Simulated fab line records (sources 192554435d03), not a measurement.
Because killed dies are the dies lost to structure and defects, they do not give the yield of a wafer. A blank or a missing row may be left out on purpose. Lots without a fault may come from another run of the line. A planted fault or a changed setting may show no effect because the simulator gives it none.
Which tool did it? ; flow n5Finfet ; 24 lots, 72 wafers sampled, at 6 steps of a route of 1938

== WHAT THE GAUGES READ, wafer by wafer ==
N5_BEOL_M0_SAQP_CD_MEAS_29 targets a cd of 14.4 nm. Usual: cdNm at 15.05 nm, with a standard deviation of 0.23.
lot;measured;on;cdNm (nm);flag
L074;day 5 18:10;cdSem-02;14.95 14.95 15.05;
L076;day 7 04:21;cdSem-01;15.61 15.19 15.06;
L075;day 7 04:32;cdSem-01;15.07 15.08 14.97;
L077;day 7 04:58;cdSem-02;14.88 15.23 15.26;
L078;day 7 05:05;cdSem-01;15.26 14.66 14.75;
L079;day 7 14:08;cdSem-03;14.98 15.18 15.15;
L080;day 7 16:46;cdSem-03;15.15 15.22 14.99;
L081;day 7 19:40;cdSem-03;15.13 14.85 15.08;
L082;day 8 01:46;cdSem-01;14.85 15.14 15.02;
L083;day 8 06:41;cdSem-03;14.64 14.49 14.80;
L084;day 8 19:40;cdSem-02;15.10 14.93 15.10;
L085;day 8 23:08;cdSem-01;15.48 15.34 14.95;
L086;day 9 06:31;cdSem-03;15.07 15.41 14.85;
L087;day 9 10:29;cdSem-02;14.67 14.84 15.05;
L088;day 9 12:59;cdSem-03;15.00 14.90 14.91;
L089;day 9 23:21;cdSem-02;15.05 15.00 14.94;
L090;day 10 01:08;cdSem-01;14.89 15.17 15.32;
L091;day 10 09:08;cdSem-03;15.11 14.80 14.99;
L092;day 10 12:42;cdSem-02;14.92 14.83 15.13;
L093;day 10 22:19;cdSem-01;15.28 14.84 15.20;
L095;day 11 07:55;cdSem-03;15.41 15.04 15.24;
L097;day 11 10:31;cdSem-02;15.17 14.53 14.88;
L096;day 11 13:49;cdSem-01;14.68 15.00 15.18;
L094;day 11 18:20;cdSem-02;15.24 15.09 15.05;

N5_BEOL_M0_INSPECT_127: inspects for defects (darkfield). Usual: rawDefectCount at 69, with a standard deviation of 24.
lot;measured;on;rawDefectCount;flag
L074;day 6 06:14;defectInspect-02;101 72 64;
L076;day 7 12:19;defectInspect-02;63 38 65;
L075;day 7 14:17;defectInspect-01;132 91 97;
L077;day 7 13:38;defectInspect-02;88 103 79;
L078;day 7 13:01;defectInspect-02;74 52 52;
L079;day 7 21:21;defectInspect-02;65 33 46;
L080;day 8 00:17;defectInspect-01;27 37 60;
L081;day 8 04:50;defectInspect-01;44 60 71;
L082;day 8 07:54;defectInspect-02;52 43 92;
L083;day 8 15:02;defectInspect-02;48 76 80;
L084;day 9 03:46;defectInspect-01;92 80 58;
L085;day 9 07:48;defectInspect-02;72 68 73;
L086;day 9 16:52;defectInspect-02;60 69 65;
L087;day 9 17:34;defectInspect-01;68 75 60;
L088;day 10 00:40;defectInspect-02;89 78 60;
L089;day 10 06:13;defectInspect-01;36 82 46;
L090;day 10 10:13;defectInspect-01;80 97 151;
L091;day 10 15:56;defectInspect-02;76 75 62;
L092;day 10 22:41;defectInspect-01;63 73 65;
L093;day 11 07:27;defectInspect-02;54 43 60;
L095;day 11 19:36;defectInspect-02;44 94 39;
L097;day 11 19:47;defectInspect-02;104 131 138;
L096;day 11 21:02;defectInspect-01;50 66 65;
L094;day 12 05:30;defectInspect-01;40 46 124;

== WHAT TOOL EACH LOT RAN ON (gives the tool, then ch and the chambers of the sampled wafers, and finally the start) ==
lot;N5_BEOL_M0_SAQP_ETCH_84;N5_BEOL_M0_SAQP_MANDREL1_REMOVE_100;N5_BEOL_M0_SAQP_ETCH_106;N5_BEOL_M0_ANNEAL_135
L074;rieDiel-03 ch 1,3, day 5 14:28;rieSi-05 ch 1,2,3, day 5 15:52;rieDiel-06 ch 2,3, day 5 17:01;pvdSputter-03, day 6 05:04
L076;rieDiel-06 ch 0,1, day 7 00:53;rieSi-04 ch 0,2, day 7 02:22;rieDiel-03 ch 2,3, day 7 03:18;pvdSputter-03, day 7 11:10
L075;rieDiel-01 ch 2,3, day 7 01:03;rieSi-05 ch 1,2,3, day 7 02:40;rieDiel-03 ch 1,2, day 7 03:29;pvdSputter-01, day 7 13:09
L077;rieDiel-03 ch 1,3, day 7 01:15;rieSi-04 ch 0,3, day 7 02:50;rieDiel-01 ch 1,2,3, day 7 03:43;pvdSputter-01, day 7 12:31
L078;rieDiel-06 ch 0,2,3, day 7 01:24;rieSi-06 ch 1,2,3, day 7 03:04;rieDiel-01 ch 0,1,3, day 7 04:02;pvdSputter-03, day 7 11:50
L079;rieDiel-03 ch 1,2,3, day 7 09:53;rieSi-04 ch 0,1,2, day 7 11:51;rieDiel-01 ch 1,2, day 7 13:02;pvdSputter-01, day 7 20:14
L080;rieDiel-03 ch 1,2, day 7 11:38;rieSi-05 ch 1,2,3, day 7 13:16;rieDiel-01 ch 0,1,2, day 7 14:05;pvdSputter-03, day 7 22:40
L081;rieDiel-06 ch 0,2,3, day 7 16:13;rieSi-04 ch 0,1,3, day 7 17:38;rieDiel-01 ch 0,1,2, day 7 18:32;pvdSputter-02, day 8 03:36
L082;rieDiel-06 ch 0,2,3, day 7 22:32;rieSi-06 ch 0,1,3, day 7 23:53;rieDiel-01 ch 0,1,2, day 8 00:43;pvdSputter-03, day 8 06:46
L083;rieDiel-01 ch 1,2, day 8 03:19;rieSi-04 ch 0,1,2, day 8 04:44;rieDiel-06 ch 0,1,2, day 8 05:37;pvdSputter-01, day 8 13:52
L084;rieDiel-03 ch 0,2, day 8 15:06;rieSi-05 ch 0,1,2, day 8 17:35;rieDiel-06 ch 1,2, day 8 18:24;pvdSputter-02, day 9 02:38
L085;rieDiel-01 ch 2,3, day 8 18:52;rieSi-05 ch 0,1,3, day 8 20:35;rieDiel-06 ch 1,2,3, day 8 21:44;pvdSputter-01, day 9 06:26
L086;rieDiel-06 ch 0,1,2, day 9 02:49;rieSi-04 ch 0,1, day 9 04:31;rieDiel-06 ch 0,3, day 9 05:25;pvdSputter-02, day 9 14:34
L087;rieDiel-03 ch 2,3, day 9 06:28;rieSi-04 ch 1,2, day 9 08:34;rieDiel-01 ch 0,1,2, day 9 09:26;pvdSputter-01, day 9 15:50
L088;rieDiel-06 ch 2,3, day 9 09:37;rieSi-05 ch 2,3, day 9 11:07;rieDiel-01 ch 1,2,3, day 9 11:56;pvdSputter-03, day 9 22:25
L089;rieDiel-03 ch 0,2,3, day 9 19:10;rieSi-06 ch 0,1, day 9 20:32;rieDiel-06 ch 0,2,3, day 9 21:45;pvdSputter-01, day 10 05:06
L090;rieDiel-01 ch 1,2,3, day 9 21:28;rieSi-05 ch 0,1,3, day 9 23:16;rieDiel-01 ch 0,1,2, day 10 00:05;pvdSputter-01, day 10 09:06
L091;rieDiel-03 ch 0,2,3, day 10 04:46;rieSi-05 ch 0,2,3, day 10 06:57;rieDiel-03 ch 0,2,3, day 10 08:03;pvdSputter-01, day 10 14:41
L092;rieDiel-03 ch 0,1,2, day 10 07:53;rieSi-05 ch 0,1,3, day 10 10:08;rieDiel-03 ch 0,1,3, day 10 10:57;pvdSputter-02, day 10 21:34
L093;rieDiel-01 ch 0,3, day 10 19:05;rieSi-06 ch 0,1,3, day 10 20:27;rieDiel-06 ch 0,2,3, day 10 21:16;pvdSputter-03, day 11 06:13
L095;rieDiel-01 ch 1,2, day 11 02:58;rieSi-05 ch 0,1,2, day 11 04:20;rieDiel-06 ch 0,2, day 11 06:37;pvdSputter-02, day 11 18:29
L097;rieDiel-01 ch 1,3, day 11 07:08;rieSi-06 ch 0,1, day 11 08:32;rieDiel-03 ch 0,1,3, day 11 09:22;pvdSputter-03, day 11 18:30
L096;rieDiel-03 ch 1,2,3, day 11 10:02;rieSi-04 ch 0,2, day 11 11:34;rieDiel-03 ch 0,1, day 11 12:46;pvdSputter-03, day 11 19:55
L094;rieDiel-01 ch 0,1,3, day 11 12:47;rieSi-04 ch 0,1,2, day 11 14:09;rieDiel-03 ch 0,1,2, day 11 16:05;pvdSputter-01, day 12 04:10
- N5_BEOL_M0_SAQP_ETCH_84: etches SOC in N2/H2, target depth 100 nm, overetch 20 nm, time 150 s.
- N5_BEOL_M0_SAQP_MANDREL1_REMOVE_100: chemistry HBr/Cl2/O2, target a-Si, stops on SiNx, bt time 10 s.
- N5_BEOL_M0_SAQP_ETCH_106: etches SOC in N2/H2, stops on SiNx, target depth 150 nm.
- N5_BEOL_M0_ANNEAL_135: time 60 s.

== AS READ BY THE TOOLS THEMSELVES (means over the sampled wafers that have a number; for cases with no such wafer, the mark the record gives instead) ==
N5_BEOL_M0_SAQP_ETCH_84. Usual: drypumpMotorCurrentA 5.9 A, standard deviation 0.56; n2FlowSccm 200.1 sccm, standard deviation 0.61; oesProductAu 0.71 a.u., standard deviation 0.067; rfVppV 524.1 V, standard deviation 2.4; showerheadPlenumPTorr 2.55 Torr, standard deviation 0.084; throttleValvePct 17.93 %, standard deviation 0.17.
lot;tool;drypumpMotorCurrentA (A);n2FlowSccm (sccm);oesProductAu (a.u.);rfVppV (V);showerheadPlenumPTorr (Torr);throttleValvePct (%);flag
L074;rieDiel-03;5.6;200.2;0.78;523.8;2.55;17.74;
L076;rieDiel-06;6.0;200.5;0.63;525.9;2.62;18.12;
L075;rieDiel-01;6.3;199.7;0.77;526.6;2.64;18.08;
L077;rieDiel-03;5.9;199.8;0.72;522.6;2.49;17.67;
L078;rieDiel-06;6.0;199.8;0.70;523.9;2.55;18.05;
L079;rieDiel-03;5.5;200.5;0.73;523.1;2.56;17.76;
L080;rieDiel-03;5.8;199.8;0.67;522.4;2.51;17.68;
L081;rieDiel-06;6.0;200.4;0.70;523.2;2.55;18.06;
L082;rieDiel-06;6.0;199.7;0.70;524.2;2.55;18.06;
L083;rieDiel-01;6.4;199.6;0.78;527.1;2.66;17.97;
L084;rieDiel-03;5.3;200.6;0.66;524.0;2.56;17.96;
L085;rieDiel-01;6.3;200.0;0.82;526.6;2.64;17.96;
L086;rieDiel-06;6.0;200.1;0.65;524.2;2.56;18.05;
L087;rieDiel-03;5.1;199.3;0.72;526.1;2.63;17.87;
L088;rieDiel-06;6.0;199.4;0.71;522.9;2.49;17.98;
L089;rieDiel-03;5.3;200.4;0.70;524.8;2.58;17.93;
L090;rieDiel-01;6.3;200.1;0.76;525.3;2.58;17.91;
L091;rieDiel-03;5.3;200.6;0.70;525.2;2.58;17.94;
L092;rieDiel-03;5.6;200.0;0.66;523.3;2.53;17.85;
L093;rieDiel-01;6.2;200.2;0.78;523.2;2.47;17.92;
L095;rieDiel-01;6.3;199.5;0.70;525.3;2.59;17.94;
L097;rieDiel-01;6.2;199.5;0.71;523.1;2.52;17.84;
L096;rieDiel-03;5.5;200.7;0.70;524.8;2.55;17.81;
L094;rieDiel-01;6.3;200.1;0.73;523.1;2.49;17.95;

N5_BEOL_M0_SAQP_MANDREL1_REMOVE_100. Usual: drypumpMotorCurrentA 5.8 A, standard deviation 0.39; oesProductAu 1.001 a.u., standard deviation 0.017; throttleValvePct 36.79 %, standard deviation 0.24.
lot;tool;drypumpMotorCurrentA (A);oesProductAu (a.u.);throttleValvePct (%);flag
L074;rieSi-05;5.4;0.999;36.79;
L076;rieSi-04;6.0;1.007;37.01;
L075;rieSi-05;5.4;1.000;36.79;
L077;rieSi-04;6.2;1.015;36.93;
L078;rieSi-06;5.5;1.006;36.59;
L079;rieSi-04;6.1;0.990;36.92;
L080;rieSi-05;5.4;0.994;36.79;
L081;rieSi-04;6.2;1.001;36.91;
L082;rieSi-06;5.7;1.003;36.56;
L083;rieSi-04;6.1;0.987;36.91;
L084;rieSi-05;5.6;1.006;36.94;
L085;rieSi-05;5.5;0.995;36.67;
L086;rieSi-04;6.1;1.003;36.99;
L087;rieSi-04;6.0;0.987;36.86;
L088;rieSi-05;5.6;1.011;36.90;
L089;rieSi-06;5.8;1.008;36.53;
L090;rieSi-05;5.6;0.994;36.67;
L091;rieSi-05;5.7;1.021;36.76;
L092;rieSi-05;5.6;0.997;36.67;
L093;rieSi-06;5.7;1.012;36.57;
L095;rieSi-05;5.6;1.014;36.94;
L097;rieSi-06;5.7;1.008;36.51;
L096;rieSi-04;6.0;0.998;37.02;
L094;rieSi-04;6.1;0.997;36.92;

N5_BEOL_M0_SAQP_ETCH_106. Usual: drypumpMotorCurrentA 6.0 A, standard deviation 0.55; n2FlowSccm 200.1 sccm, standard deviation 0.61; oesProductAu 0.78 a.u., standard deviation 0.079; rfVppV 240.9 V, standard deviation 1.4; showerheadPlenumPTorr 2.56 Torr, standard deviation 0.089; throttleValvePct 17.95 %, standard deviation 0.17.
lot;tool;drypumpMotorCurrentA (A);n2FlowSccm (sccm);oesProductAu (a.u.);rfVppV (V);showerheadPlenumPTorr (Torr);throttleValvePct (%);flag
L074;rieDiel-06;5.6;200.0;0.83;240.7;2.54;18.00;
L076;rieDiel-03;5.1;199.8;0.82;242.8;2.63;17.82;
L075;rieDiel-03;5.4;199.4;0.76;240.7;2.58;17.73;
L077;rieDiel-01;6.2;199.7;0.79;240.7;2.59;18.00;
L078;rieDiel-01;6.3;200.6;0.75;240.3;2.50;18.02;
L079;rieDiel-01;6.3;200.1;0.82;241.2;2.61;17.86;
L080;rieDiel-01;6.5;200.2;0.83;241.9;2.58;17.96;
L081;rieDiel-01;6.4;200.1;0.82;241.5;2.58;17.97;
L082;rieDiel-01;6.4;199.6;0.82;241.0;2.57;17.96;
L083;rieDiel-06;6.0;200.1;0.72;241.4;2.56;18.02;
L084;rieDiel-06;6.0;199.8;0.74;239.7;2.50;17.94;
L085;rieDiel-06;5.6;199.7;0.76;240.3;2.54;17.99;
L086;rieDiel-06;6.0;199.7;0.74;242.0;2.61;18.17;
L087;rieDiel-01;6.4;200.7;0.81;241.1;2.57;18.00;
L088;rieDiel-01;6.2;200.0;0.85;241.6;2.58;17.88;
L089;rieDiel-06;6.0;200.7;0.76;242.1;2.55;18.08;
L090;rieDiel-01;6.4;199.6;0.80;240.5;2.57;18.00;
L091;rieDiel-03;5.3;199.4;0.77;240.9;2.58;17.93;
L092;rieDiel-03;5.7;199.6;0.76;240.1;2.51;17.85;
L093;rieDiel-06;6.0;200.3;0.75;240.4;2.54;18.09;
L095;rieDiel-06;6.4;200.1;0.71;241.0;2.55;18.13;
L097;rieDiel-03;5.7;200.1;0.75;239.8;2.51;17.85;
L096;rieDiel-03;5.8;199.8;0.71;239.6;2.48;17.92;
L094;rieDiel-03;5.6;200.2;0.72;240.8;2.53;17.86;

N5_BEOL_M0_ANNEAL_135. Usual: heaterPowerW 832 W, standard deviation 76; susceptor_temp_C_max 401.1, standard deviation 0.41.
lot;tool;heaterPowerW (W);susceptor_temp_C_max;flag
L074;pvdSputter-03;795;400.9;
L076;pvdSputter-03;794;401.0;
L075;pvdSputter-01;822;401.2;
L077;pvdSputter-01;868;401.4;
L078;pvdSputter-03;851;401.3;
L079;pvdSputter-01;794;401.4;
L080;pvdSputter-03;837;401.1;
L081;pvdSputter-02;838;401.0;
L082;pvdSputter-03;780;401.5;
L083;pvdSputter-01;895;401.0;
L084;pvdSputter-02;807;401.0;
L085;pvdSputter-01;821;401.1;
L086;pvdSputter-02;825;401.2;
L087;pvdSputter-01;926;400.9;
L088;pvdSputter-03;800;401.3;
L089;pvdSputter-01;830;401.2;
L090;pvdSputter-01;862;401.6;
L091;pvdSputter-01;848;400.9;
L092;pvdSputter-02;816;401.0;
L093;pvdSputter-03;845;401.0;
L095;pvdSputter-02;844;400.9;
L097;pvdSputter-03;898;400.7;
L096;pvdSputter-03;850;401.0;
L094;pvdSputter-01;860;401.1;

== THE ANSWER, worked out from the rows above alone ==
Rule: take the mean of a lot's wafers that have a number; if it is more than 3 standard deviations from the usual mean, the lot is off. A lot without any number at a reading at which 4 lots or more have one is off too. All remaining lots with rows at the step are treated as sound. First the gauges in route order, then the tools' own readings, where a lot's mean is used as printed above. The first step at which some lot is off is used, and at that step the reading that is off furthest; a lot without a number counts as furthest.
Across all readings shown, no lot is off: no conclusion can be drawn from this.

== WHAT THE SIMULATOR PUT IN ==
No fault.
